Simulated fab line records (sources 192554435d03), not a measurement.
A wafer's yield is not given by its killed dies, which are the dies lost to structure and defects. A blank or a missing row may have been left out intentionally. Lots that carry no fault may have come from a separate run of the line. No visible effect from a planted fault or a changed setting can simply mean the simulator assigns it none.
fab line records | flow n5Finfet | part 1 of 2: steps 1 to 26 of 35
[record] lots = 5 | wafers = 15 | lastDay = 16
route steps=1938 shown SD_EPI_P@311 SD_ACTIVATION@330 ILD0@335
lots that met no fault: taken from a fault-free run of the same line
startH: the number of hours between the record's first day and the start of the first shown wafer of the lot | waitH: hours elapsed since this lot's preceding step | " unchanged from the row above | L1.1+2: one row covering several wafers at once | - value missing, or start not given | * or withheld: withheld | < > ~ a bound
route shown NAME@n: NAME is a module with steps in the file, n the number in the route of the first one | usual: mean/standard deviation of fault-free wafers | same: alike in all rows | chamber/n: place in a boat | sites: readings site by site | _std_site: the values' standard deviation | _edge_site: the outer-site mean with the inner-site mean subtracted | radiusMm: for every site, how far away it sits from the centre of the wafer | mask NAME#n: copy n | behind: the most recent tool/chamber to have shaped the wafer | hold: what put the lot on hold/how long, in hours/how the hold closed | device: the n, p or np transistor that did not switch | end of line: tests run on the same wafers once the route is complete | a step with no rows: only its recipe | killed: dies lost to structure and defects at the first sort, not the wafer's yield | map: the dies of a wafer, with x for killed, . for not killed, _ for no die there
set.NAME: the run value of the setting; set.NAME@STEP: its run value at that earlier step | model.NAME: the simulator's own value behind a step, which no gauge read
certain route steps with their lots: each step a table, each wafer a row
services: a tool's chamber out of use, with start hour (startH, from the record's first day; less than 0 if before it), hours out, and reason
[[steps]]
[step N5_SD_EPI_P_ETCH_47]
[recipe] chemistry = CH3F/O2 | target = SiOCN | targetDepthA = 250 | maskMaterial = SOC | ionEnergyEv = 60 | biasW = 29 | pressureMtorr = 30 | sourceW = 410 | Ar_flow_sccm = 150 | CH3F_flow_sccm = 30 | O2_flow_sccm = 20
[usual] CH3F_flow_sccm = 30.00/0.081 | drypumpMotorCurrentA = 5.7/0.39 | oesProductAu = 0.77/0.086 | rfVppV = 127.7/1.4 | showerheadPlenumPTorr = 2.00/0.064 | throttleValvePct = 16.39/0.24
lot.wafer | tool       | chamber | startH | waitH | CH3F_flow_sccm | drypumpMotorCurrentA | oesProductAu | rfHoursCounterH | rfVppV | showerheadPlenumPTorr | throttleValvePct
L078.3    | rieDiel-05 | 2       | 78.69  | 0.1   | 29.96          | 5.1                  | 0.92         | 18              | 126.4  | 2.04                  | 16.14
L078.4    | "          | 0       | "      | "     | 30.01          | 5.9                  | 0.74         | 166             | 126.3  | 2.08                  | 16.71
L078.6    | "          | 1       | "      | "     | 29.97          | 5.5                  | 0.74         | -               | 127.6  | 1.91                  | 16.41
L082.1    | rieDiel-05 | 0       | 102.03 | 0.1   | 29.84          | 6.0                  | 0.73         | 173             | 126.1  | 2.07                  | 16.72
L082.2    | "          | 2       | "      | "     | 30.00          | 5.1                  | 0.91         | 26              | 126.2  | 2.04                  | 16.17
L082.6    | "          | 1       | "      | "     | 29.95          | 5.5                  | 0.73         | -               | 127.4  | 1.91                  | 16.40
L083.1    | rieDiel-06 | 3       | 109.28 | 0.1   | 29.97          | 5.2                  | 0.77         | 142             | 128.7  | 2.09                  | 16.15
L083.2    | "          | 2       | "      | "     | 29.98          | 5.9                  | 0.73         | 179             | 130.6  | 2.08                  | 16.41
L083.4    | "          | 1       | "      | "     | 30.03          | 5.8                  | 0.75         | 129             | 126.2  | 1.92                  | 16.47
L086.2    | rieDiel-05 | 3       | 126.54 | 0.1   | 30.03          | 5.7                  | 0.84         | 69              | 127.1  | 1.94                  | 15.99
L086.4    | "          | 0       | "      | "     | 29.92          | 6.0                  | 0.73         | 179             | 128.3  | 2.07                  | 16.71
L086.6    | "          | 0       | "      | "     | 29.92          | 6.0                  | 0.72         | -               | 128.0  | 2.07                  | 16.73
L094.2    | rieDiel-04 | 2       | 178.88 | 0.1   | 30.12          | 6.5                  | 0.99         | 1               | 126.1  | 1.95                  | 16.33
L094.3    | "          | 3       | "      | "     | 30.05          | 5.1                  | 0.78         | 142             | 126.0  | 2.01                  | 16.62
L094.6    | "          | 2       | "      | "     | 29.87          | 6.5                  | 0.99         | -               | 124.9  | 1.95                  | 16.33
[step N5_SD_EPI_P_ETCH_16]
[recipe] chemistry = CHF3/O2 | target = SiO2 | targetDepthA = 50 | maskMaterial = SOC | pressureMtorr = 30 | sourceW = 650 | biasW = 170 | Ar_flow_sccm = 200 | CHF3_flow_sccm = 50 | O2_flow_sccm = 5 | ionEnergyEv = 200
[usual] drypumpMotorCurrentA = 5.7/0.4 | oesProductAu = 0.77/0.085 | rfVppV = 526/5.5 | showerheadPlenumPTorr = 2.41/0.075 | throttleValvePct = 18.95/0.24
lot.wafer | tool       | chamber | startH | waitH | drypumpMotorCurrentA | oesProductAu | rfHoursCounterH | rfVppV | showerheadPlenumPTorr | throttleValvePct
L078.3    | rieDiel-05 | 2       | 78.79  | 0.1   | 5.0                  | 0.93         | 18              | 519    | 2.46                  | 18.73
L078.4    | "          | 0       | "      | "     | 6.0                  | 0.73         | 166             | 527    | 2.50                  | 19.26
L078.6    | "          | 1       | "      | "     | 5.5                  | 0.74         | -               | 529    | 2.31                  | 18.96
L082.1    | rieDiel-05 | 0       | 102.13 | 0.1   | 6.0                  | 0.73         | 173             | 527    | 2.50                  | 19.27
L082.2    | "          | 2       | "      | "     | 5.1                  | 0.91         | 26              | 521    | 2.45                  | 18.73
L082.6    | "          | 1       | "      | "     | 5.5                  | 0.73         | -               | 528    | 2.31                  | 18.97
L083.1    | rieDiel-06 | 3       | 109.38 | 0.1   | 5.2                  | 0.77         | 142             | 532    | 2.51                  | 18.70
L083.2    | "          | 2       | "      | "     | 6.0                  | 0.73         | 179             | 535    | 2.50                  | 18.97
L083.4    | "          | 1       | "      | "     | 5.8                  | 0.74         | 129             | 519    | 2.32                  | 19.04
L086.2    | rieDiel-05 | 3       | 126.64 | 0.1   | 5.7                  | 0.85         | 69              | 520    | 2.33                  | 18.55
L086.4    | "          | 0       | "      | "     | 6.0                  | 0.72         | 179             | 527    | 2.49                  | 19.30
L086.6    | "          | 0       | "      | "     | 6.0                  | 0.73         | -               | 529    | 2.49                  | 19.32
L094.2    | rieDiel-04 | 2       | 178.98 | 0.1   | 6.5                  | 0.99         | 1               | 518    | 2.35                  | 18.96
L094.3    | "          | 3       | "      | "     | 5.1                  | 0.78         | 142             | 516    | 2.42                  | 19.21
L094.6    | "          | 2       | "      | "     | 6.5                  | 0.99         | -               | 517    | 2.35                  | 18.94
[step N5_SD_EPI_P_STRIP_50]
[recipe] chemistry = CHF3/O2 | resist = SiARC | rfFrequencyHz = 6e+07
lot.wafer  | tool       | chamber | startH | waitH
L078.3+4+6 | rieDiel-05 | 2,0,1   | 78.83  | 0.0
L082.1+2+6 | rieDiel-05 | 0,2,1   | 102.17 | 0.0
L083.1+2+4 | rieDiel-06 | 3,2,1   | 109.42 | 0.0
L086.2+4+6 | rieDiel-05 | 3,0,0   | 126.68 | 0.0
L094.2+3+6 | rieDiel-04 | 2,3,2   | 179.02 | 0.0
[step N5_SD_EPI_P_SD_RECESS_17]
[recipe] chemistry = HBr/Cl2/O2 | targetDepthA = 391 | btTimeS = 3 | pressureMtorr = 10 | icpW = 800 | biasW = 112 | HBr_flow_sccm = 150 | Cl2_flow_sccm = 80 | O2_flow_sccm = 12
[usual] drypumpMotorCurrentA = 5.7/0.47 | oesProductAu = 1.007/0.015 | throttleValvePct = 36.91/0.19
lot.wafer | tool     | chamber | startH | waitH | drypumpMotorCurrentA | oesProductAu | rfHoursCounterH | throttleValvePct
L078.3    | rieSi-02 | 0       | 78.86  | 0.0   | 6.2                  | 0.977        | 140             | 37.07
L078.4    | "        | 1       | "      | "     | 5.9                  | 1.006        | 178             | 37.12
L078.6    | "        | 3       | "      | "     | 6.1                  | 1.015        | -               | 36.80
L082.1    | rieSi-02 | 1       | 102.20 | 0.0   | 5.9                  | 1.007        | 178             | 37.12
L082.2    | "        | 3       | "      | "     | 6.1                  | 1.016        | 144             | 36.78
L082.6    | "        | 2       | "      | "     | 5.2                  | 1.015        | -               | 37.21
L083.1    | rieSi-04 | 0       | 109.45 | 0.0   | 5.9                  | 1.013        | 19              | 36.76
L083.2    | "        | 1       | "      | "     | 5.6                  | 0.996        | 0               | 37.07
L083.4    | "        | 2       | "      | "     | 6.2                  | 1.022        | 95              | 36.93
L086.2    | rieSi-04 | 2       | 126.71 | 0.0   | 6.2                  | 1.032        | 95              | 36.92
L086.4    | "        | 2       | "      | "     | 6.2                  | 1.024        | -               | 36.92
L086.6    | "        | 0       | "      | "     | 5.9                  | 1.018        | -               | 36.75
L094.2    | rieSi-02 | 2       | 179.05 | 0.0   | 5.2                  | 1.018        | 3               | 37.21
L094.3    | "        | 3       | "      | "     | 6.1                  | 1.019        | 145             | 36.78
L094.6    | "        | 2       | "      | "     | 5.2                  | 1.011        | -               | 37.23
[step N5_SD_EPI_P_WET_ETCH_45]
[recipe] chemistry = dHF | dilution = withheld | timeS = 10.7 | target = SiO2 | targetDepthA = 20 | tempC = 25 | dry = ipaMarangoni | rinseTimeS = 30 | rinseTempC = 23
[same] rinseTimeS = 30
lot.wafer  | tool        | chamber | startH | waitH
L078.3+4+6 | wetBench-06 | 0,7,6   | 78.96  | 0.1
L082.1+2+6 | wetBench-06 | 2,0,6   | 102.29 | 0.1
L083.1+2+4 | wetBench-05 | 5,1,2   | 109.54 | 0.1
L086.2+4+6 | wetBench-05 | 4,3,7   | 126.80 | 0.1
L094.2+3+6 | wetBench-05 | 2,4,3   | 179.15 | 0.1
[step N5_SD_EPI_P_STRIP_40]
[recipe] chemistry = N2/H2 | powerW = 1000 | tempC = 250 | h2Frac = 0.65 | overashFraction = 0.3 | pressureMtorr = withheld | n2FlowSccm = 1750 | h2FlowSccm = 3250
[usual] drypumpMotorCurrentA = 5.87/0.14 | heaterPowerW = 343/23 | oesProductAu = 0.763/0.011
lot.wafer | tool           | chamber | startH | waitH | drypumpMotorCurrentA | heaterPowerW | oesProductAu | rfHoursCounterH
L078.3    | plasmaAsher-01 | 0       | 79.05  | 0.1   | 5.96                 | 330          | 0.747        | -
L078.4    | "              | 1       | "      | "     | 5.98                 | 371          | 0.760        | -
L078.6    | "              | 0       | "      | "     | 5.97                 | 334          | 0.768        | -
L082.1    | plasmaAsher-01 | 0       | 102.35 | 0.0   | 5.97                 | 321          | 0.753        | 98
L082.2    | "              | 1       | "      | "     | 6.00                 | 377          | 0.772        | 98
L082.6    | "              | 1       | "      | "     | 5.97                 | 383          | 0.755        | -
L083.1    | plasmaAsher-02 | 0       | 109.60 | 0.0   | 5.64                 | 344          | 0.768        | 40
L083.2    | "              | 1       | "      | "     | 5.92                 | 320          | 0.763        | 40
L083.4    | "              | 1       | "      | "     | 5.91                 | 318          | 0.772        | -
L086.2    | plasmaAsher-02 | 1       | 126.86 | 0.0   | 5.93                 | 329          | 0.761        | 43
L086.4    | "              | 1       | "      | "     | 5.91                 | 324          | 0.769        | -
L086.6    | "              | 1       | "      | "     | 5.90                 | 315          | 0.750        | -
L094.2    | plasmaAsher-02 | 0       | 179.20 | 0.0   | 5.67                 | 344          | 0.768        | 51
L094.3    | "              | 0       | "      | "     | 5.65                 | 352          | 0.751        | -
L094.6    | "              | 1       | "      | "     | 5.88                 | 330          | 0.743        | -
[step N5_SD_EPI_P_PRECLEAN_52]
[recipe] chemistry = O3/DIW | timeS = 60 | tempC = 22 | o3Ppm = 10
lot.wafer  | tool        | chamber | startH | waitH
L078.3+4+6 | wetBench-02 | 6,0,5   | 79.11  | -
L082.1+2+6 | wetBench-05 | 0,7,6   | 102.43 | -
L083.1+2+4 | wetBench-05 | 5,7,6   | 109.68 | -
L086.2+4+6 | wetBench-06 | 5,2,7   | 126.94 | -
L094.2+3+6 | wetBench-02 | 3,5,2   | 179.28 | -
[step N5_SD_EPI_P_SRD_20]
[recipe] dry = ipaMarangoni | doPpb = 5 | timeS = 30 | tempC = 23 | rinseLiquid = diw
lot.wafer  | tool        | chamber | startH | waitH
L078.3+4+6 | wetBench-02 | 6,0,5   | 79.13  | 0.0
L082.1+2+6 | wetBench-05 | 0,7,6   | 102.46 | 0.0
L083.1+2+4 | wetBench-05 | 5,7,6   | 109.71 | 0.0
L086.2+4+6 | wetBench-06 | 5,2,7   | 126.96 | 0.0
L094.2+3+6 | wetBench-02 | 3,5,2   | 179.30 | 0.0
[step N5_SD_EPI_P_PRECLEAN_51]
[recipe] chemistry = NF3:NH3 | afsCycles = 1 | tempC = 30 | timeS = 20 | sublimationTempC = 180 | sublimationTimeS = 60 | pressureTorr = 3 | rfPowerW = 30
lot.wafer  | tool        | chamber | startH | waitH
L078.3+4+6 | epiRpcvd-01 | 0       | 79.24  | 0.1
L082.1+2+6 | epiRpcvd-01 | 0       | 102.51 | 0.0
L083.1+2+4 | epiRpcvd-01 | 0       | 109.76 | 0.0
L086.2+4+6 | epiRpcvd-02 | 0       | 127.04 | 0.1
L094.2+3+6 | epiRpcvd-01 | 0       | 179.39 | 0.1
[step N5_SD_EPI_P_VAPOR_ETCH_44]
[recipe] chemistry = NF3/Ar | target = SiGe30 | tempC = 25 | timeS = 3.3 | mode = isotropic
lot.wafer  | tool        | chamber | startH | waitH
L078.3+4+6 | epiRpcvd-01 | 0       | 79.42  | 0.1
L082.1+2+6 | epiRpcvd-01 | 0       | 102.69 | 0.1
L083.1+2+4 | epiRpcvd-01 | 0       | 109.94 | 0.1
L086.2+4+6 | epiRpcvd-02 | 0       | 127.22 | 0.1
L094.2+3+6 | epiRpcvd-01 | 0       | 179.63 | 0.2
[step N5_SD_EPI_P_EPI_21]
[recipe] material = SiGe:B | dopant = B | tempC = 550 | pressureTorr = 20 | ambient = H2 | timeS = 355
[usual] lampInnerPct = 9.97/0.15
lot.wafer | tool        | chamber | startH | waitH | lampInnerPct
L078.3    | epiRpcvd-01 | 0       | 80.26  | 0.8   | 10.17
L078.4    | "           | 0       | "      | "     | 10.07
L078.6    | "           | 0       | "      | "     | 10.06
L082.1    | epiRpcvd-01 | 0       | 102.87 | 0.1   | 10.09
L082.2    | "           | 0       | "      | "     | 10.07
L082.6    | "           | 0       | 104.67 | 1.8   | 10.07
L083.1    | epiRpcvd-01 | 0       | 110.12 | 0.1   | 10.10
L083.2    | "           | 0       | "      | "     | 10.11
L083.4    | "           | 0       | "      | "     | 10.04
L086.2    | epiRpcvd-02 | 0       | 127.73 | 0.5   | 9.94
L086.4    | "           | 0       | "      | "     | 10.13
L086.6    | "           | 0       | "      | "     | 9.97
L094.2    | epiRpcvd-01 | 0       | 180.31 | 0.6   | 9.93
L094.3    | "           | 0       | "      | "     | 10.02
L094.6    | "           | 0       | 182.23 | 2.4   | 10.11
[step N5_SD_EPI_P_EPI_MEAS_23]
[recipe] mode = xrd
[usual] thkNm = 61.4/1.2
lot.wafer | tool         | chamber | startH | waitH | thkNm
L078.3    | filmMetro-01 | -       | 81.74  | 1.1   | 58.1
L078.4    | "            | -       | "      | "     | 59.2
L078.6    | "            | -       | "      | "     | 61.0
L082.1    | filmMetro-01 | -       | 105.06 | 1.8   | 64.0
L082.2    | "            | -       | "      | "     | 61.2
L082.6    | "            | -       | "      | "     | 60.7
L083.1    | filmMetro-01 | -       | 112.32 | 1.8   | 62.7
L083.2    | "            | -       | "      | "     | 61.2
L083.4    | "            | -       | "      | "     | 60.2
L086.2    | filmMetro-02 | -       | 129.59 | 1.5   | 59.6
L086.4    | "            | -       | "      | "     | 60.2
L086.6    | "            | -       | "      | "     | 60.9
L094.2    | filmMetro-01 | -       | 182.75 | 2.0   | 61.3
L094.3    | "            | -       | "      | "     | 62.3
L094.6    | "            | -       | "      | "     | 62.6
[step N5_SD_EPI_P_HM_STRIP_48]
[recipe] chemistry = H3PO4 | tempC = 160 | material = SiNx | target = SiNx | targetDepthA = 30 | overetchFraction = 0.3
lot.wafer  | tool        | chamber | startH | waitH
L078.3+4+6 | wetBench-02 | 6,4,3   | 81.77  | 0.0
L082.1+2+6 | wetBench-06 | 2,0,1   | 105.10 | 0.0
L083.1+2+4 | wetBench-02 | 1,7,4   | 112.35 | 0.0
L086.2+4+6 | wetBench-05 | 6,3,5   | 129.62 | 0.0
L094.2+3+6 | wetBench-06 | 6,2,3   | 182.78 | 0.0
[step N5_SD_EPI_P_SRD_49]
[recipe] dry = ipaMarangoni | timeS = 30 | tempC = 23 | rinseLiquid = diw
lot.wafer  | tool        | chamber | startH | waitH
L078.3+4+6 | wetBench-02 | 6,4,3   | 81.82  | 0.0
L082.1+2+6 | wetBench-06 | 2,0,1   | 105.16 | 0.0
L083.1+2+4 | wetBench-02 | 1,7,4   | 112.40 | 0.0
L086.2+4+6 | wetBench-05 | 6,3,5   | 129.68 | 0.0
L094.2+3+6 | wetBench-06 | 6,2,3   | 182.83 | 0.0
[step N5_SD_EPI_P_PRECLEAN_24]
[recipe] chemistry = O3/DIW | timeS = 45 | tempC = 22 | o3Ppm = 10
lot.wafer  | tool        | chamber | startH | waitH
L078.3+4+6 | wetBench-02 | 6,4,3   | 81.84  | 0.0
L082.1+2+6 | wetBench-06 | 2,0,1   | 105.18 | 0.0
L083.1+2+4 | wetBench-02 | 1,7,4   | 112.42 | 0.0
L086.2+4+6 | wetBench-05 | 6,3,5   | 129.70 | 0.0
L094.2+3+6 | wetBench-06 | 6,2,3   | 182.85 | 0.0
[step N5_SD_EPI_P_PRECLEAN_32]
[recipe] chemistry = dHF | timeS = 10 | dilution = 500:1 | tempC = 25
lot.wafer  | tool        | chamber | startH | waitH
L078.3+4+6 | wetBench-02 | 6,4,3   | 81.86  | 0.0
L082.1+2+6 | wetBench-06 | 2,0,1   | 105.19 | 0.0
L083.1+2+4 | wetBench-02 | 1,7,4   | 112.43 | 0.0
L086.2+4+6 | wetBench-05 | 6,3,5   | 129.71 | 0.0
L094.2+3+6 | wetBench-06 | 6,2,3   | 182.87 | 0.0
[step N5_SD_EPI_P_PRECLEAN_33]
[recipe] chemistry = SC2 | timeS = 45 | tempC = 35 | mix = 1:1:50
lot.wafer  | tool        | chamber | startH | waitH
L078.3+4+6 | wetBench-02 | 6,4,3   | 81.86  | 0.0
L082.1+2+6 | wetBench-06 | 2,0,1   | 105.19 | 0.0
L083.1+2+4 | wetBench-02 | 1,7,4   | 112.44 | 0.0
L086.2+4+6 | wetBench-05 | 6,3,5   | 129.72 | 0.0
L094.2+3+6 | wetBench-06 | 6,2,3   | 182.87 | 0.0
[step N5_SD_EPI_P_SRD_25]
[recipe] timeS = 30 | tempC = 23 | rinseLiquid = diw | dry = ipaMarangoni
lot.wafer  | tool        | chamber | startH | waitH
L078.3+4+6 | wetBench-02 | 6,4,3   | 81.87  | 0.0
L082.1+2+6 | wetBench-06 | 2,0,1   | 105.21 | 0.0
L083.1+2+4 | wetBench-02 | 1,7,4   | 112.45 | 0.0
L086.2+4+6 | wetBench-05 | 6,3,5   | 129.73 | 0.0
L094.2+3+6 | wetBench-06 | 6,2,3   | 182.88 | 0.0
[step N5_SD_EPI_P_INSPECT_26]
[recipe] inspectInstrument = darkfield | mode = postEpi
[usual] rawDefectCount = 170/38
lot.wafer | tool             | chamber | startH | waitH | rawDefectCount
L078.3    | defectInspect-02 | -       | 81.91  | 0.0   | 276
L078.4    | "                | -       | "      | "     | 222
L078.6    | "                | -       | "      | "     | 185
L082.1    | defectInspect-01 | -       | 105.25 | 0.0   | 195
L082.2    | "                | -       | "      | "     | 167
L082.6    | "                | -       | "      | "     | 178
L083.1    | defectInspect-02 | -       | 112.49 | 0.0   | 161
L083.2    | "                | -       | "      | "     | 141
L083.4    | "                | -       | "      | "     | 214
L086.2    | defectInspect-01 | -       | 129.77 | 0.0   | 166
L086.4    | "                | -       | "      | "     | 161
L086.6    | "                | -       | "      | "     | 209
L094.2    | defectInspect-01 | -       | 182.92 | 0.0   | 149
L094.3    | "                | -       | "      | "     | 134
L094.6    | "                | -       | "      | "     | 127
[step N5_SD_ACTIVATION_RTA_00]
[recipe] tempC = 975 | timeS = 0 | ambient = N2 | idleTempC = 600 | rampUpCPerS = 150 | rampDownCPerS = 60 | coolToC = 600
[usual] lampPowerPct = 8.96/0.052 | lamp_zone_2_pct = 8.954/0.029 | lamp_zone_6_pct = 8.881/0.025 | wafer_temp_C_max = 975.1/2
lot.wafer | tool         | chamber | startH | waitH | lampPowerPct | lamp_zone_2_pct | lamp_zone_6_pct | wafer_temp_C_max
L078.3    | rtpAnneal-01 | 0       | 82.00  | 0.1   | 8.87         | 8.953           | 8.876           | 973.1
L078.4    | "            | 0       | "      | "     | 8.93         | 8.938           | 8.881           | 977.4
L078.6    | "            | 0       | "      | "     | 8.94         | 8.918           | 8.859           | 976.5
L082.1    | rtpAnneal-01 | 0       | 105.53 | 0.3   | 8.90         | 9.006           | 8.881           | 974.0
L082.2    | "            | 0       | "      | "     | 8.92         | 8.951           | 8.912           | 975.5
L082.6    | "            | 0       | "      | "     | 8.96         | 8.958           | 8.869           | 973.9
L083.1    | rtpAnneal-02 | 0       | 112.52 | 0.0   | 8.97         | 8.918           | 8.865           | 972.4
L083.2    | "            | 0       | "      | "     | 8.90         | 8.994           | 8.845           | 976.3
L083.4    | "            | 0       | "      | "     | 8.88         | 8.974           | 8.907           | 972.5
L086.2    | rtpAnneal-02 | 0       | 129.90 | 0.1   | 9.03         | 9.006           | 8.852           | 978.6
L086.4    | "            | 0       | "      | "     | 8.94         | 8.945           | 8.900           | 973.0
L086.6    | "            | 0       | "      | "     | 8.92         | 8.992           | 8.869           | 978.5
L094.2    | rtpAnneal-02 | 0       | 183.40 | 0.5   | 8.95         | 8.950           | 8.906           | 974.5
L094.3    | "            | 0       | "      | "     | 8.92         | 8.983           | 8.879           | 975.3
L094.6    | "            | 0       | "      | "     | 8.93         | 8.991           | 8.881           | 977.2
[step N5_SD_ACTIVATION_LSA_01]
[recipe] tempC = 1080 | timeS = 0.0008 | ambient = N2
[usual] wafer_temp_C_max = 1084.5/1.2
lot.wafer | tool           | chamber | startH | waitH | wafer_temp_C_max
L078.3    | laserAnneal-01 | 0       | 82.20  | 0.2   | 1085.3
L078.4    | "              | 0       | "      | "     | 1084.2
L078.6    | "              | 0       | "      | "     | 1084.4
L082.1    | laserAnneal-02 | 0       | 105.73 | 0.2   | 1085.6
L082.2    | "              | 0       | "      | "     | 1084.9
L082.6    | "              | 0       | "      | "     | 1086.7
L083.1    | laserAnneal-02 | 0       | 112.72 | 0.2   | 1085.7
L083.2    | "              | 0       | "      | "     | 1084.0
L083.4    | "              | 0       | "      | "     | 1084.8
L086.2    | laserAnneal-01 | 0       | 130.11 | 0.2   | 1082.9
L086.4    | "              | 0       | "      | "     | 1082.7
L086.6    | "              | 0       | "      | "     | 1082.9
L094.2    | laserAnneal-01 | 0       | 183.60 | 0.2   | 1083.3
L094.3    | "              | 0       | "      | "     | 1084.5
L094.6    | "              | 0       | "      | "     | 1083.0
[step N5_SD_ACTIVATION_RS_MEAS_03]
[recipe] thkMeasGauge = four-point-probe
[usual] RS_SD_N = 21.79/0.27 | RS_SD_P = 55.5/0.83
lot.wafer | tool         | chamber | startH | waitH | RS_SD_N[ohm/sq] | RS_SD_P[ohm/sq]
L078.3    | filmMetro-01 | -       | 82.38  | 0.2   | 22.46           | 55.9
L078.4    | "            | -       | "      | "     | 22.10           | 55.7
L078.6    | "            | -       | "      | "     | 22.39           | 56.2
L082.1    | filmMetro-01 | -       | 105.94 | 0.2   | 22.06           | 54.4
L082.2    | "            | -       | "      | "     | 21.65           | 54.8
L082.6    | "            | -       | "      | "     | 22.03           | 54.6
L083.1    | filmMetro-01 | -       | 112.92 | 0.2   | 21.80           | 56.1
L083.2    | "            | -       | "      | "     | 21.81           | 55.2
L083.4    | "            | -       | "      | "     | 21.90           | 55.3
L086.2    | filmMetro-01 | -       | 130.32 | 0.2   | 21.66           | 58.0
L086.4    | "            | -       | "      | "     | 21.75           | 57.1
L086.6    | "            | -       | "      | "     | 21.20           | 58.2
L094.2    | filmMetro-01 | -       | 183.79 | 0.2   | 21.45           | 55.3
L094.3    | "            | -       | "      | "     | 21.65           | 55.5
L094.6    | "            | -       | "      | "     | 21.59           | 54.9
[step N5_SD_ACTIVATION_INSPECT_02]
[recipe] inspectInstrument = darkfield | mode = postAnneal
[usual] rawDefectCount = 168/36
lot.wafer | tool             | chamber | startH | waitH | rawDefectCount
L078.3    | defectInspect-02 | -       | 82.66  | 0.1   | 274
L078.4    | "                | -       | "      | "     | 222
L078.6    | "                | -       | "      | "     | 184
L082.1    | defectInspect-02 | -       | 106.26 | 0.2   | 225
L082.2    | "                | -       | "      | "     | 192
L082.6    | "                | -       | "      | "     | 179
L083.1    | defectInspect-02 | -       | 113.25 | 0.2   | 160
L083.2    | "                | -       | "      | "     | 135
L083.4    | "                | -       | "      | "     | 216
L086.2    | defectInspect-01 | -       | 130.62 | 0.1   | 170
L086.4    | "                | -       | "      | "     | 139
L086.6    | "                | -       | "      | "     | 203
L094.2    | defectInspect-01 | -       | 184.10 | 0.1   | 144
L094.3    | "                | -       | "      | "     | 129
L094.6    | "                | -       | "      | "     | 128
[step N5_ILD0_LINER_00]
[recipe] material = SiNx | targetThkA = 40 | tempC = 400 | aldPrecursorFamily = SiH2I2 | aldCoReactant = N2/H2-plasma | pulseTimeS = 1 | purgeTimeS = 2 | coReactantPurgeTimeS = 2 | aldCycles = 80 | pressureTorr = 2
[usual] heaterPowerW = 842/100 | precursorPulseHeightRel = 1.001/0.02
lot.wafer | tool      | chamber | startH | waitH | heaterPowerW | precursorPulseHeightRel
L078.3    | aldSin-04 | 1       | 82.70  | 0.0   | 689          | 0.998
L078.4    | "         | 2       | "      | "     | 946          | 0.994
L078.6    | "         | 3       | "      | "     | 722          | 1.033
L082.1    | aldSin-04 | 3       | 106.30 | 0.0   | 722          | 1.000
L082.2    | "         | 2       | "      | "     | 932          | 0.990
L082.6    | "         | 3       | "      | "     | 746          | 1.007
L083.1    | aldSin-02 | 2       | 113.29 | 0.0   | 875          | 0.956
L083.2    | "         | 1       | "      | "     | 829          | 0.994
L083.4    | "         | 2       | "      | "     | 867          | 1.030
L086.2    | aldSin-01 | 0       | 130.66 | 0.0   | 997          | 0.991
L086.4    | "         | 3       | "      | "     | 768          | 1.011
L086.6    | "         | 0       | "      | "     | 989          | 1.015
L094.2    | aldSin-02 | 3       | 184.13 | 0.0   | 780          | 0.985
L094.3    | "         | 0       | "      | "     | 894          | 1.053
L094.6    | "         | 3       | "      | "     | 787          | 0.979
[step N5_ILD0_FCVD_FILL_01]
[recipe] material = SiO2_flowable | targetThkA = 2000 | tempC = 100 | pressureTorr = 0.8 | rfW = 2000 | timeS = 328.3
lot.wafer  | tool    | chamber | startH | waitH
L078.3+4+6 | fcvd-01 | 1,0,0   | 83.24  | 0.3
L082.1+2+6 | fcvd-02 | 0,1,1   | 106.71 | 0.2
L083.1+2+4 | fcvd-02 | 1,0,0   | 113.70 | 0.2
L086.2+4+6 | fcvd-01 | 0,0,1   | 131.07 | 0.2
L094.2+3+6 | fcvd-01 | 1,0,1   | 184.55 | 0.2
[step N5_ILD0_CURE_02]
[recipe] tempC = 450 | timeS = 1800 | ambient = steam | idleTempC = 400 | rampUpCPerMin = 5 | rampDownCPerMin = 3 | densificationPH2oTorr = 640
[usual] spikeTcCentreC = 450.2/1.8
lot.wafer | tool       | chamber | startH | waitH | spikeTcCentreC
L078.3    | furnace-02 | 0       | 83.51  | 0.2   | 449.0
L078.4    | "          | 0       | "      | "     | 449.1
L078.6    | "          | 0       | "      | "     | 448.9
L082.1    | furnace-01 | 0       | 107.11 | 0.3   | 453.2
L082.2    | "          | 0       | "      | "     | 450.8
L082.6    | "          | 0       | "      | "     | 452.9
L083.1    | furnace-01 | 0       | 114.10 | 0.3   | 453.9
L083.2    | "          | 0       | "      | "     | 452.9
L083.4    | "          | 0       | "      | "     | 451.2
L086.2    | furnace-02 | 0       | 131.47 | 0.3   | 447.0
L086.4    | "          | 0       | "      | "     | 447.6
L086.6    | "          | 0       | "      | "     | 450.2
L094.2    | furnace-01 | 0       | 184.94 | 0.3   | 453.4
L094.3    | "          | 0       | "      | "     | 454.6
L094.6    | "          | 0       | "      | "     | 450.8
